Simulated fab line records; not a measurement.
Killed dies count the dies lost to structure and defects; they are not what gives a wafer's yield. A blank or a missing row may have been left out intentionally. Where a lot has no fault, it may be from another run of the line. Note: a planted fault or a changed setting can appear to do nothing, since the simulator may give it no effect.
fab line records	flow nand_harc
record: lots: 14	wafers: 42	last_day: 33
route steps=1302 shown P_BONDPAD@386 A_ONON_D1@436
lots that met no fault: from a run of the same line without faults
start_h: hours from the record's first day to the start of the lot's first wafer shown	wait_h: how many hours have passed since the lot's step before this one	" the same as in the row above	L1.1+2: a row that stands for several wafers	- value missing, or start not given	* or withheld: withheld	< > ~ a bound
route shown NAME@n: NAME is a module with steps in the file, n the number in the route of the first one	usual: mean and standard deviation over wafers with no fault	same: alike in all rows	chamber/n: place in a boat	sites: the reading at each site	_std_site: the values' standard deviation	_edge_site: mean of outer sites minus mean of inner sites	radius_mm: for every site, how far away it sits from the centre of the wafer	mask NAME#n: copy n	behind: tool/chamber where the wafer was last shaped	hold: cause of the lot's hold/its duration in hours/its outcome	device: transistor that didn't switch, given as n, p or np	end of line: the tests these same wafers got at the end of their route	a step without rows: its recipe alone	killed: the dies lost at the first sort to structure and to defects; this is not the yield of the wafer	map: dies across one wafer; x = killed, . = not, _ = none there
set.NAME: the run value of the setting; set.NAME@STEP: its run value at that earlier step	model.NAME: the simulator's own value behind a step, which no gauge read
the route's steps for a sample of lots (tables are steps, rows are wafers)
services: the hour from which a tool's chamber was out of use, counted from the record's first day as start_h (under 0 if before that day), plus the number of hours and why
== steps ==
step: NHARC_P_BONDPAD_ACTIVATE_29
recipe: time_s: 60	n2_flow_sccm: 200	ar_flow_sccm: 0	bias_power_w: 0	chemistry: N2
usual: drypump_motor_current_A: 5.6/0.51	n2_flow_sccm: 200.0/0.62	oes_product_au: 0.997/0.0094	rf_vpp_V: 64.2/0.86	showerhead_plenum_p_Torr: 1.77/0.066
same: bias_power_w: 0
lot.wafer	tool	chamber	start_h	wait_h	drypump_motor_current_A	n2_flow_sccm	oes_product_au	rf_hours_counter_h	rf_vpp_V	showerhead_plenum_p_Torr
L456.2	rie_diel-05	3	146.86	0.1	4.7	200.5	0.991	3.9	65.4	1.72
L456.3	"	0	"	"	5.8	199.8	1.005	4.9	64.0	1.80
L456.5	"	3	"	"	4.7	200.8	0.990	-	64.7	1.72
L458.1	rie_diel-08	0	152.66	0.1	5.8	200.5	0.996	3.5	62.6	1.79
L458.2	"	1	"	"	5.5	200.3	0.999	3.7	65.6	1.75
L458.4	"	3	"	"	6.4	200.6	1.002	3.5	64.0	1.81
L457.1	rie_diel-05	2	153.50	0.1	5.1	199.7	1.002	4.8	63.4	1.85
L457.4	"	0	"	"	5.8	199.8	1.008	5.1	64.8	1.80
L457.6	"	2	"	"	5.1	200.0	1.003	-	65.4	1.85
L459.3	rie_diel-08	2	180.06	0.1	5.9	200.6	0.994	5.3	63.0	1.65
L459.2	"	3	"	"	6.4	199.0	1.001	5.1	63.8	1.81
L459.4	"	1	"	"	5.6	199.3	1.006	5.2	64.3	1.75
L461.1	rie_diel-05	3	195.67	0.1	4.7	200.7	0.983	6.7	65.9	1.72
L461.2	"	2	"	"	5.1	201.2	0.993	7.2	65.6	1.85
L461.4	"	0	"	"	5.8	199.0	1.002	-	64.2	1.80
L462.1	rie_diel-08	1	196.43	0.1	5.6	199.8	1.000	5.9	64.0	1.75
L462.2	"	2	"	"	5.8	200.8	0.990	6.1	63.2	1.65
L462.3	"	3	"	"	6.5	199.6	0.994	5.8	63.9	1.81
L464.1	rie_diel-02	3	216.29	0.1	5.3	199.0	1.000	12.6	64.3	1.77
L464.5	"	1	"	"	5.8	199.3	0.999	-	64.1	1.67
L464.4	"	3	"	"	5.3	200.2	0.992	-	64.1	1.77
L465.3	rie_diel-05	3	223.60	0.2	4.7	198.4	0.991	8.7	64.8	1.72
L465.2	"	2	"	"	5.1	199.9	0.990	9.2	64.7	1.85
L465.5	"	0	"	"	5.8	200.0	1.001	-	65.3	1.79
L466.4	rie_diel-05	0	243.02	0.1	5.8	199.4	1.011	0.0	65.1	1.79
L466.2	"	1	"	"	5.8	199.8	1.006	0.0	65.7	1.82
L466.1	"	2	"	"	5.1	199.8	0.992	0.0	64.7	1.85
L467.4	rie_diel-05	1	246.84	0.1	5.9	200.1	1.001	0.1	66.1	1.82
L467.1	"	2	"	"	5.1	199.4	0.984	0.1	64.7	1.85
L467.6	"	3	"	"	4.7	200.3	0.981	-	64.1	1.72
L468.1	rie_diel-08	3	250.72	0.1	6.5	200.7	1.009	0.8	63.8	1.81
L468.3	"	1	"	"	5.6	199.9	0.996	0.7	64.4	1.75
L468.4	"	2	"	"	5.8	200.2	0.994	0.8	63.7	1.65
L473.2	rie_diel-08	3	305.58	0.1	6.5	200.4	1.001	1.4	63.6	1.81
L473.4	"	0	"	"	5.8	200.4	0.987	1.4	64.7	1.79
L473.5	"	2	"	"	5.8	199.9	1.004	-	64.3	1.65
L474.2	rie_diel-08	0	314.48	0.1	5.8	201.3	0.990	1.6	64.1	1.79
L474.6	"	2	"	"	5.9	200.6	1.001	-	62.6	1.65
L474.5	"	3	"	"	6.5	200.7	0.991	-	63.9	1.81
L476.3	rie_diel-05	2	336.74	0.1	5.1	200.9	0.990	4.7	64.3	1.85
L476.2	"	3	"	"	4.7	199.1	0.995	4.9	64.8	1.72
L476.4	"	1	"	"	5.8	200.1	1.001	5.1	63.9	1.82
step: NHARC_A_ONON_D1_DEP_16
recipe: target_thk_a: 10000	n2_flow_sccm: 2750	n2o_flow_sccm: 2000	nh3_flow_sccm: 500	sih4_flow_sccm: 210	temp_c: 400
usual: n2_flow_sccm: 2749/7.5
lot.wafer	tool	chamber	start_h	wait_h	n2_flow_sccm
L456.2	pecvd_onon-02	0	181.53	0.1	2747
L456.3	"	0	"	"	2743
L456.5	"	0	"	"	2739
L457.1	pecvd_onon-04	0	186.16	0.1	2748
L457.4	"	0	"	"	2749
L457.6	"	0	"	"	2743
L458.1	pecvd_onon-01	0	186.32	0.2	2757
L458.2	"	0	"	"	2749
L458.4	"	0	"	"	2750
L461.1	pecvd_onon-01	0	228.54	0.1	2750
L461.2	"	0	"	"	2748
L461.4	"	0	"	"	2748
L459.2	pecvd_onon-04	0	228.59	0.1	2759
L459.3	"	0	"	"	2753
L459.4	"	0	"	"	2758
L462.1	pecvd_onon-04	0	228.88	0.4	2754
L462.2	"	0	"	"	2752
L462.3	"	0	"	"	2757
L464.1	pecvd_onon-04	0	250.02	0.1	2745
L464.4	"	0	"	"	2746
L464.5	"	0	"	"	2740
L465.2	pecvd_onon-04	0	260.84	0.1	2746
L465.3	"	0	"	"	2753
L465.5	"	0	"	"	2740
L466.1	pecvd_onon-04	0	276.76	0.1	2749
L466.2	"	0	"	"	2754
L466.4	"	0	"	"	2744
L467.1	pecvd_onon-02	0	276.93	0.2	2748
L467.4	"	0	"	"	2746
L467.6	"	0	"	"	2751
L468.1	pecvd_onon-01	0	283.41	0.1	2728
L468.3	"	0	"	"	2756
L468.4	"	0	"	"	2737
L473.2	pecvd_onon-01	0	336.97	0.1	2739
L473.4	"	0	"	"	2735
L473.5	"	0	"	"	2737
L474.2	pecvd_onon-04	0	349.37	0.1	2746
L474.5	"	0	"	"	2760
L474.6	"	0	"	"	2758
L476.2	pecvd_onon-01	0	369.99	0.1	2749
L476.3	"	0	"	"	2750
L476.4	"	0	"	"	2758
step: NHARC_A_ONON_D1_THK_MEAS_18
recipe: thk_meas_gauge: ellipsometry
usual: thk_nm: 1001/10
lot.wafer	tool	chamber	start_h	wait_h	thk_nm
L456.2	film_metro-02	-	181.99	-	1013
L456.3	"	-	"	"	1011
L456.5	"	-	"	"	1012
L457.1	film_metro-01	-	186.67	-	988
L457.4	"	-	"	"	990
L457.6	"	-	"	"	988
L458.1	film_metro-02	-	186.83	-	1007
L458.2	"	-	"	"	1008
L458.4	"	-	"	"	1008
L459.2	film_metro-02	-	229.04	-	1002
L459.3	"	-	"	"	1001
L459.4	"	-	"	"	1002
L461.1	film_metro-02	-	229.05	-	999
L461.2	"	-	"	"	997
L461.4	"	-	"	"	999
L462.1	film_metro-01	-	229.39	-	985
L462.2	"	-	"	"	986
L462.3	"	-	"	"	985
L464.1	film_metro-02	-	250.53	-	1003
L464.4	"	-	"	"	1003
L464.5	"	-	"	"	1004
L465.2	film_metro-01	-	261.29	-	1004
L465.3	"	-	"	"	1003
L465.5	"	-	"	"	1005
L466.1	film_metro-02	-	277.27	-	984
L466.2	"	-	"	"	983
L466.4	"	-	"	"	984
L467.1	film_metro-02	-	277.44	-	983
L467.4	"	-	"	"	986
L467.6	"	-	"	"	985
L468.1	film_metro-01	-	283.92	-	989
L468.3	"	-	"	"	989
L468.4	"	-	"	"	990
L473.2	film_metro-01	-	337.42	-	1014
L473.4	"	-	"	"	613
L473.5	"	-	"	"	1012
L474.2	film_metro-02	-	349.81	-	1013
L474.5	"	-	"	"	1013
L474.6	"	-	"	"	1013
L476.2	film_metro-02	-	370.44	-	999
L476.3	"	-	"	"	599
L476.4	"	-	"	"	600
step: NHARC_A_ONON_D1_INSPECT_32
usual: raw_defect_count: 80/23
lot.wafer	tool	chamber	start_h	wait_h	raw_defect_count
L456.2	defect_inspect-02	-	184.81	0.0	76
L456.3	"	-	"	"	164
L456.5	"	-	"	"	59
L457.1	defect_inspect-02	-	189.47	0.0	103
L457.4	"	-	"	"	72
L457.6	"	-	"	"	69
L458.1	defect_inspect-01	-	189.77	0.0	75
L458.2	"	-	"	"	66
L458.4	"	-	"	"	78
L459.2	defect_inspect-01	-	231.86	0.0	109
L459.3	"	-	"	"	63
L459.4	"	-	"	"	63
L461.1	defect_inspect-01	-	232.11	0.0	87
L461.2	"	-	"	"	70
L461.4	"	-	"	"	79
L462.1	defect_inspect-01	-	232.22	0.0	115
L462.2	"	-	"	"	80
L462.3	"	-	"	"	80
L464.1	defect_inspect-02	-	253.50	0.0	107
L464.4	"	-	"	"	83
L464.5	"	-	"	"	74
L465.2	defect_inspect-01	-	264.15	0.0	120
L465.3	"	-	"	"	99
L465.5	"	-	"	"	122
L466.1	defect_inspect-02	-	280.06	0.0	59
L466.2	"	-	"	"	42
L466.4	"	-	"	"	76
L467.1	defect_inspect-02	-	280.33	0.0	68
L467.4	"	-	"	"	81
L467.6	"	-	"	"	46
L468.1	defect_inspect-01	-	286.81	0.0	115
L468.3	"	-	"	"	95
L468.4	"	-	"	"	65
L473.2	defect_inspect-01	-	340.25	0.0	78
L473.4	"	-	"	"	104
L473.5	"	-	"	"	75
L474.2	defect_inspect-01	-	352.77	0.0	67
L474.5	"	-	"	"	83
L474.6	"	-	"	"	90
L476.2	defect_inspect-01	-	373.24	0.1	80
L476.3	"	-	"	"	77
L476.4	"	-	"	"	147
== services ==
tool	chamber	start_h	hours	kind
pecvd_onon-04	-	130.00	13.0	pm
rie_diel-05	0	138.05	-	clean
rie_diel-05	1	138.05	-	clean
rie_diel-05	2	138.05	-	clean
rie_diel-05	3	138.05	-	clean
rie_diel-08	0	153.47	6.4	repair
rie_diel-05	0	162.55	-	clean
rie_diel-05	1	162.55	-	clean
rie_diel-05	2	162.55	-	clean
rie_diel-05	3	162.55	-	clean
pecvd_onon-01	-	165.60	1.6	repair
rie_diel-08	1	171.59	1.4	repair
pecvd_onon-02	-	185.26	13.0	pm
rie_diel-02	1	190.69	22.9	repair
rie_diel-02	0	192.58	42.1	repair
rie_diel-05	1	193.36	6.4	repair
rie_diel-05	1	210.38	19.4	repair
rie_diel-08	-	215.30	9.0	pm
rie_diel-02	-	216.85	9.0	pm
rie_diel-05	-	232.31	9.0	pm
pecvd_onon-01	-	269.08	13.0	pm
pecvd_onon-04	-	311.00	13.0	pm
rie_diel-02	1	363.78	3.8	repair
pecvd_onon-02	-	366.26	13.0	pm
== key ==
first_sign: step: NHARC_A_ONON_D1_THK_MEAS_18	reading: thk_nm	direction: down	sigmas: 39	usual: 1001	struck: 604
effect none on later readings
met_at NHARC_A_ONON_D1_DEP_16
struck_lots L473,L476
struck_wafers L473.4,L476.3,L476.4
later_rows_left_out L473.4,L476.3,L476.4
sort_left_out L473.4,L476.3,L476.4
tester_left_out L473,L476
not_acting_at NHARC_P_BONDPAD_ACTIVATE_29,NHARC_A_ONON_D1_INSPECT_32
onset_between 283.41 336.97
fault: kind: process_parameter_drift	tool: pecvd_onon-01	chamber: -	onset_h: 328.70	steps: NHARC_A_ONON_D1_DEP_16	channel: target_thk_a	offset: *	shape: step	end_h: 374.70	scope: struck_wafers_only	acts_in: *	stated: *
tester_left_out: of these lots the tester's yield and bins aren't shown, on N5 and GAA mostly nor the transistor test; their killed dies are dies lost to structure and defects alone, not to doping, threshold or leakage, so they don't give the yield
sort_left_out: the simulated sort isn't trusted on such a fault, so these wafers' sort isn't shown, and their yield isn't known
later_rows_left_out: the simulator's readings of these wafers behind a module that went badly wrong aren't trusted and aren't shown, but for the sort
